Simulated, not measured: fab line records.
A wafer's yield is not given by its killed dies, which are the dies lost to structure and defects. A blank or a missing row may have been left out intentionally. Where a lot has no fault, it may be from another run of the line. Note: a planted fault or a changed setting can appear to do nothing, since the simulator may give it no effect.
What tool caused it?	flow n5-finfet	Sampling: 21 lots, 63 wafers, 6 of 1938 route steps

== WHAT THE GAUGES SHOWED, per wafer ==
Not one reading of a measure or inspect step in the record can be checked against a usual standard deviation.

== EACH LOT AND THE TOOL THAT RAN IT (in order: tool; ch and the chambers of the sampled wafers; start) ==
lot	N5_HKMG_FIN_HK_ANNEAL_02	N5_HKMG_FIN_ETCH_54	N5_HKMG_FIN_CVD_62	N5_HKMG_FIN_DESCUM_17	N5_HKMG_FIN_ETCH_32	N5_HKMG_FIN_ETCHBACK_68
L074	rtp-anneal-02 ch 0, day 3 23:27	rie-diel-02 ch 0,1,3, day 4 00:23	thermal-cvd-si-02 ch 0,1,2, day 4 02:11	rie-diel-02 ch 2,3, day 4 03:51	rie-diel-02 ch 2,3, day 4 03:56	rie-metal-02 ch 0,1, day 4 06:31
L075	rtp-anneal-02 ch 0, day 4 05:40	rie-diel-03 ch 0,1,3, day 4 06:34	thermal-cvd-si-01 ch 0,1,2, day 4 08:17	rie-diel-02 ch 0,2,3, day 4 09:48	rie-diel-02 ch 0,2,3, day 4 09:53	rie-metal-01 ch 0,1, day 4 12:32
L076	rtp-anneal-01 ch 0, day 4 11:40	rie-diel-03 ch 1,2,3, day 4 12:33	thermal-cvd-si-02 ch 0,1,2, day 4 14:23	rie-diel-06 ch 0,1, day 4 16:08	rie-diel-06 ch 0,1, day 4 16:13	rie-metal-01 ch 0,1, day 4 18:45
L077	rtp-anneal-01 ch 0, day 4 16:37	rie-diel-06 ch 1,3, day 4 17:30	thermal-cvd-si-01 ch 0,1, day 4 19:12	rie-diel-06 ch 1,3, day 4 21:11	rie-diel-06 ch 1,3, day 4 21:16	rie-metal-02 ch 0,1, day 4 23:49
L079	rtp-anneal-02 ch 0, day 5 07:54	rie-diel-02 ch 2,3, day 5 08:43	thermal-cvd-si-01 ch 0,2, day 5 10:25	rie-diel-02 ch 1,2, day 5 12:04	rie-diel-02 ch 1,2, day 5 12:09	rie-metal-03 ch 0,1, day 5 14:43
L080	rtp-anneal-02 ch 0, day 5 12:19	rie-diel-06 ch 0,1,2, day 5 13:11	thermal-cvd-si-02 ch 0,1,2, day 5 14:53	rie-diel-06 ch 0,1,2, day 5 16:42	rie-diel-06 ch 0,1,2, day 5 16:47	rie-metal-02 ch 0,1, day 5 19:19
L081	rtp-anneal-02 ch 0, day 5 17:12	rie-diel-06 ch 0,2, day 5 18:01	thermal-cvd-si-01 ch 1,2, day 5 19:43	rie-diel-02 ch 2,3, day 5 21:32	rie-diel-02 ch 2,3, day 5 21:37	rie-metal-02 ch 0,1, day 6 00:16
L082	rtp-anneal-02 ch 0, day 5 23:32	rie-diel-06 ch 1,3, day 6 00:25	thermal-cvd-si-02 ch 0,1, day 6 02:07	rie-diel-03 ch 2,3, day 6 03:43	rie-diel-03 ch 2,3, day 6 03:49	rie-metal-03 ch 0,1, day 6 06:23
L083	rtp-anneal-02 ch 0, day 6 04:34	rie-diel-02 ch 0,2,3, day 6 05:25	thermal-cvd-si-01 ch 0,1, day 6 07:07	rie-diel-06 ch 1,2, day 6 09:01	rie-diel-06 ch 1,2, day 6 09:07	rie-metal-01 ch 0,1, day 6 11:47
L084	rtp-anneal-02 ch 0, day 6 16:40	rie-diel-03 ch 1,2, day 6 17:32	thermal-cvd-si-02 ch 0,1,2, day 6 19:14	rie-diel-02 ch 1,2, day 6 21:00	rie-diel-02 ch 1,2, day 6 21:05	rie-metal-03 ch 0,1, day 6 23:41
L085	rtp-anneal-02 ch 0, day 6 21:15	rie-diel-02 ch 0,1,2, day 6 22:25	thermal-cvd-si-01 ch 0,2, day 7 00:07	rie-diel-06 ch 0,1, day 7 01:52	rie-diel-06 ch 0,1, day 7 01:58	rie-metal-01 ch 0,1, day 7 04:32
L086	rtp-anneal-02 ch 0, day 7 03:46	rie-diel-06 ch 0,1,3, day 7 04:38	thermal-cvd-si-02 ch 0,1, day 7 06:20	rie-diel-06 ch 0,1,3, day 7 08:16	rie-diel-06 ch 0,1,3, day 7 08:22	rie-metal-03 ch 0,1, day 7 11:06
L087	rtp-anneal-02 ch 0, day 7 08:03	rie-diel-02 ch 0,2,3, day 7 09:13	thermal-cvd-si-01 ch 1,2, day 7 10:56	rie-diel-03 ch 0,1,2, day 7 12:56	rie-diel-03 ch 0,1,2, day 7 13:01	rie-metal-01 ch 0,1, day 7 15:35
L088	rtp-anneal-02 ch 0, day 7 14:25	rie-diel-03 ch 0,3, day 7 15:17	thermal-cvd-si-02 ch 0,2, day 7 16:59	rie-diel-03 ch 1,3, day 7 18:50	rie-diel-03 ch 1,3, day 7 18:55	rie-metal-02 ch 0,1, day 7 21:29
L089	rtp-anneal-01 ch 0, day 7 19:45	rie-diel-03 ch 1,2, day 7 20:49	thermal-cvd-si-01 ch 1,2, day 7 22:30	rie-diel-03 ch 1,2,3, day 8 00:04	rie-diel-03 ch 1,2,3, day 8 00:09	rie-metal-01 ch 0,1, day 8 02:46
L091	rtp-anneal-02 ch 0, day 8 06:05	rie-diel-06 ch 0,3, day 8 06:59	thermal-cvd-si-01 ch 0,1,2, day 8 08:40	rie-diel-03 ch 0,2, day 8 10:20	rie-diel-03 ch 0,2, day 8 10:26	rie-metal-03 ch 0,1, day 8 12:56
L093	rtp-anneal-02 ch 0, day 8 20:22	rie-diel-03 ch 1,2, day 8 22:34	thermal-cvd-si-01 ch 0,1, day 9 00:17	rie-diel-02 ch 0,1,3, day 9 02:03	rie-diel-02 ch 0,1,3, day 9 02:08	rie-metal-01 ch 0, day 9 04:40
L094	rtp-anneal-01 ch 0, day 9 04:50	rie-diel-06 ch 0,3, day 9 05:31	thermal-cvd-si-02 ch 0,2, day 9 07:14	rie-diel-03 ch 0,2,3, day 9 09:09	rie-diel-03 ch 0,2,3, day 9 09:14	rie-metal-02 ch 0,1, day 9 11:48
L095	rtp-anneal-01 ch 0, day 9 06:27	rie-diel-06 ch 0,2,3, day 9 07:19	thermal-cvd-si-01 ch 0,1, day 9 09:04	rie-diel-03 ch 1,2,3, day 9 10:42	rie-diel-03 ch 1,2,3, day 9 10:47	rie-metal-02 ch 0,1, day 9 13:28
L096	rtp-anneal-02 ch 0, day 9 13:07	rie-diel-06 ch 1,2,3, day 9 14:10	thermal-cvd-si-02 ch 1,2, day 9 15:52	rie-diel-02 ch 1,2,3, day 9 17:31	rie-diel-02 ch 1,2,3, day 9 17:36	rie-metal-03 ch 1, day 9 20:07
L097	rtp-anneal-02 ch 0, day 9 17:46	rie-diel-06 ch 2,3, day 9 18:42	thermal-cvd-si-01 ch 0,1, day 9 20:27	rie-diel-03 ch 0,1,2, day 9 22:06	rie-diel-03 ch 0,1,2, day 9 22:11	rie-metal-02 ch 0,1, day 10 00:49
- N5_HKMG_FIN_HK_ANNEAL_02: time 30 s.
- N5_HKMG_FIN_ETCH_54: etches SiARC in CF4, target depth 45.5 nm, time 75.8 s.
- N5_HKMG_FIN_CVD_62: deposits a-Si from Si2H6, target thk 3 nm, time 20.8 s.
- N5_HKMG_FIN_DESCUM_17: chemistry O2, time 7.9 s.
- N5_HKMG_FIN_ETCH_32: etches SOC in N2/H2, target depth 240 nm, time 300 s.
- N5_HKMG_FIN_ETCHBACK_68: etches the open film in Cl2/Ar, stops on HfO2, target depth 0.5 nm.

== WHAT THE TOOLS THEMSELVES READ (means of the sampled wafers that have a number; where no wafer has one, the mark that the record gives instead) ==
N5_HKMG_FIN_HK_ANNEAL_02.
lot	tool	lamp-power-pct (%)	lamp_zone_2_pct (%)	wafer_temp_C_max
L074	rtp-anneal-02	8.80	8.807	703.0
L075	rtp-anneal-02	8.84	8.793	703.3
L076	rtp-anneal-01	8.84	8.800	702.6
L077	rtp-anneal-01	8.82	8.798	703.4
L079	rtp-anneal-02	8.78	8.796	703.1
L080	rtp-anneal-02	8.81	8.801	702.4
L081	rtp-anneal-02	8.80	8.793	702.7
L082	rtp-anneal-02	8.81	8.810	702.3
L083	rtp-anneal-02	8.76	8.794	703.3
L084	rtp-anneal-02	8.77	8.800	703.1
L085	rtp-anneal-02	8.73	8.796	703.1
L086	rtp-anneal-02	8.78	8.788	703.2
L087	rtp-anneal-02	8.81	8.798	702.3
L088	rtp-anneal-02	8.79	8.798	703.1
L089	rtp-anneal-01	8.87	8.795	702.6
L091	rtp-anneal-02	8.76	8.802	702.5
L093	rtp-anneal-02	8.82	8.796	702.3
L094	rtp-anneal-01	8.82	8.795	702.8
L095	rtp-anneal-01	8.83	8.807	702.8
L096	rtp-anneal-02	8.83	8.787	703.1
L097	rtp-anneal-02	8.81	8.797	703.6

N5_HKMG_FIN_ETCH_54.
lot	tool	drypump-motor-current-A (A)	etch-rf-on-time-s (s)	oes-product-au (a.u.)	rf-vpp-V (V)	showerhead-plenum-p-Torr (Torr)	throttle-valve-pct (%)
L074	rie-diel-02	5.5	73.6	0.70	184.4	2.15	15.65
L075	rie-diel-03	5.9	72.4	0.68	184.1	2.12	15.71
L076	rie-diel-03	6.0	72.9	0.69	184.7	2.19	15.70
L077	rie-diel-06	5.0	77.9	0.59	184.7	2.14	16.07
L079	rie-diel-02	5.5	74.5	0.77	184.0	2.13	15.49
L080	rie-diel-06	5.5	76.4	0.69	185.2	2.21	15.52
L081	rie-diel-06	5.5	75.3	0.76	185.5	2.23	15.27
L082	rie-diel-06	5.2	75.7	0.68	183.7	2.18	15.81
L083	rie-diel-02	5.3	73.3	0.80	183.6	2.13	15.47
L084	rie-diel-03	6.0	72.9	0.64	184.7	2.17	15.98
L085	rie-diel-02	5.7	73.3	0.75	184.8	2.12	15.52
L086	rie-diel-06	5.3	76.7	0.66	183.7	2.14	15.71
L087	rie-diel-02	5.3	74.4	0.77	183.6	2.12	15.48
L088	rie-diel-03	5.9	74.0	0.69	184.2	2.13	15.52
L089	rie-diel-03	5.7	73.9	0.65	184.4	2.20	15.83
L091	rie-diel-06	5.5	76.7	0.66	183.4	2.11	15.61
L093	rie-diel-03	5.7	75.2	0.63	184.5	2.20	15.85
L094	rie-diel-06	5.2	77.7	0.71	183.8	2.10	15.65
L095	rie-diel-06	5.4	76.9	0.71	184.0	2.16	15.48
L096	rie-diel-06	5.2	76.4	0.71	184.3	2.19	15.60
L097	rie-diel-06	5.1	77.4	0.76	183.8	2.15	15.52

N5_HKMG_FIN_CVD_62.
lot	tool	chamber-pressure-Torr (Torr)	heater-power-w (W)	susceptor-temp-C (C)
L074	thermal-cvd-si-02	0.9995	1366	500.18
L075	thermal-cvd-si-01	1.0001	1555	499.97
L076	thermal-cvd-si-02	0.9996	1372	500.00
L077	thermal-cvd-si-01	1.0007	1710	499.81
L079	thermal-cvd-si-01	0.9994	1392	499.89
L080	thermal-cvd-si-02	1.0016	1353	499.86
L081	thermal-cvd-si-01	0.9998	1645	500.09
L082	thermal-cvd-si-02	1.0033	1346	499.97
L083	thermal-cvd-si-01	0.9982	1637	500.30
L084	thermal-cvd-si-02	1.0013	1363	500.00
L085	thermal-cvd-si-01	1.0021	1480	500.02
L086	thermal-cvd-si-02	0.9996	1366	499.98
L087	thermal-cvd-si-01	0.9995	1471	499.97
L088	thermal-cvd-si-02	0.9983	1468	500.00
L089	thermal-cvd-si-01	0.9998	1471	499.85
L091	thermal-cvd-si-01	1.0008	1561	499.87
L093	thermal-cvd-si-01	0.9973	1722	499.84
L094	thermal-cvd-si-02	1.0004	1452	500.22
L095	thermal-cvd-si-01	0.9988	1714	500.02
L096	thermal-cvd-si-02	0.9990	1305	499.98
L097	thermal-cvd-si-01	1.0024	1724	499.99

N5_HKMG_FIN_DESCUM_17.
lot	tool	drypump-motor-current-A (A)	oes-product-au (a.u.)	rf-vpp-V (V)	showerhead-plenum-p-Torr (Torr)	throttle-valve-pct (%)
L074	rie-diel-02	5.3	0.92	242.9	2.12	20.42
L075	rie-diel-02	5.3	0.85	243.3	2.09	20.51
L076	rie-diel-06	5.5	0.71	244.3	2.15	20.58
L077	rie-diel-06	5.0	0.70	243.0	2.09	20.87
L079	rie-diel-02	5.8	0.88	242.9	2.08	20.48
L080	rie-diel-06	5.5	0.79	244.5	2.16	20.31
L081	rie-diel-02	5.3	0.89	243.2	2.11	20.45
L082	rie-diel-03	6.0	0.85	245.1	2.15	20.33
L083	rie-diel-06	5.4	0.78	245.0	2.18	20.46
L084	rie-diel-02	5.9	0.85	242.2	2.07	20.50
L085	rie-diel-06	5.6	0.71	243.8	2.11	20.49
L086	rie-diel-06	5.3	0.78	243.3	2.10	20.53
L087	rie-diel-03	5.7	0.73	242.2	2.07	20.55
L088	rie-diel-03	6.2	0.76	243.8	2.09	20.74
L089	rie-diel-03	6.0	0.78	243.1	2.13	20.55
L091	rie-diel-03	5.4	0.73	242.2	2.03	20.37
L093	rie-diel-02	5.5	0.83	243.3	2.08	20.40
L094	rie-diel-03	5.7	0.76	243.6	2.08	20.37
L095	rie-diel-03	6.0	0.77	243.6	2.12	20.57
L096	rie-diel-02	5.7	0.81	242.5	2.09	20.49
L097	rie-diel-03	5.7	0.71	242.2	2.06	20.59

N5_HKMG_FIN_ETCH_32.
lot	tool	drypump-motor-current-A (A)	oes-product-au (a.u.)	rf-vpp-V (V)	showerhead-plenum-p-Torr (Torr)	throttle-valve-pct (%)
L074	rie-diel-02	5.3	0.93	524.2	2.56	17.76
L075	rie-diel-02	5.3	0.85	524.0	2.53	17.90
L076	rie-diel-06	5.5	0.72	525.5	2.61	18.02
L077	rie-diel-06	5.1	0.68	524.1	2.54	18.26
L079	rie-diel-02	5.9	0.87	523.2	2.52	17.85
L080	rie-diel-06	5.5	0.81	526.4	2.63	17.81
L081	rie-diel-02	5.3	0.89	524.5	2.55	17.79
L082	rie-diel-03	6.0	0.85	525.7	2.62	17.79
L083	rie-diel-06	5.3	0.80	527.2	2.66	17.96
L084	rie-diel-02	5.9	0.87	523.0	2.51	17.87
L085	rie-diel-06	5.7	0.71	524.8	2.57	17.92
L086	rie-diel-06	5.3	0.78	524.6	2.55	17.94
L087	rie-diel-03	5.7	0.74	524.0	2.53	18.10
L088	rie-diel-03	6.2	0.77	523.1	2.54	18.17
L089	rie-diel-03	6.0	0.79	524.4	2.59	18.05
L091	rie-diel-03	5.4	0.73	523.0	2.49	17.92
L093	rie-diel-02	5.5	0.84	524.1	2.55	17.85
L094	rie-diel-03	5.7	0.76	522.9	2.54	17.88
L095	rie-diel-03	6.0	0.77	525.3	2.58	18.07
L096	rie-diel-02	5.7	0.81	523.6	2.54	17.91
L097	rie-diel-03	5.7	0.72	523.2	2.52	18.13

N5_HKMG_FIN_ETCHBACK_68.
lot	tool	drypump-motor-current-A (A)	oes-product-au (a.u.)	throttle-valve-pct (%)
L074	rie-metal-02	5.6	0.70	20.6
L075	rie-metal-01	6.0	0.67	20.8
L076	rie-metal-01	5.9	0.74	20.7
L077	rie-metal-02	5.5	0.77	20.5
L079	rie-metal-03	6.2	0.76	21.1
L080	rie-metal-02	5.6	0.70	20.6
L081	rie-metal-02	5.6	0.76	20.5
L082	rie-metal-03	6.2	0.75	21.2
L083	rie-metal-01	6.0	0.66	20.8
L084	rie-metal-03	6.2	0.74	21.2
L085	rie-metal-01	6.1	0.63	20.9
L086	rie-metal-03	6.2	0.74	21.2
L087	rie-metal-01	6.1	0.66	20.9
L088	rie-metal-02	5.6	0.69	20.6
L089	rie-metal-01	6.0	0.65	20.9
L091	rie-metal-03	6.2	0.74	21.2
L093	rie-metal-01	5.7	0.78	20.6
L094	rie-metal-02	5.6	0.68	20.6
L095	rie-metal-02	5.6	0.74	20.5
L096	rie-metal-03	6.1	0.79	21.0
L097	rie-metal-02	5.6	0.68	20.6

== THE ANSWER, worked out from the rows above alone ==
Rule: usual is defined by the lots themselves. The widest of any qualifying gaps counts: lots, ordered by their means at a reading, are off when they make up no more than a third of the lots, leave a main group of 4 or more, and stand apart from it by 3 or more times the standard deviation of that group's means. A main group is skipped when, at the precision printed for the reading in the tables above, its means are all equal. Also off: a lot with no number at a reading for which 4 or more lots have one. Where the step has rows for the other lots, those lots are counted as sound. The gauges are gone through in route order, then the tools' own readings, and for those a lot's mean is taken as printed above. At the first step where some lot is off, the reading lying furthest off is the one used; lots without a number count as furthest.
Nothing can be told from this: no lot is off at any reading shown.

== WHAT THE SIMULATOR PUT IN ==
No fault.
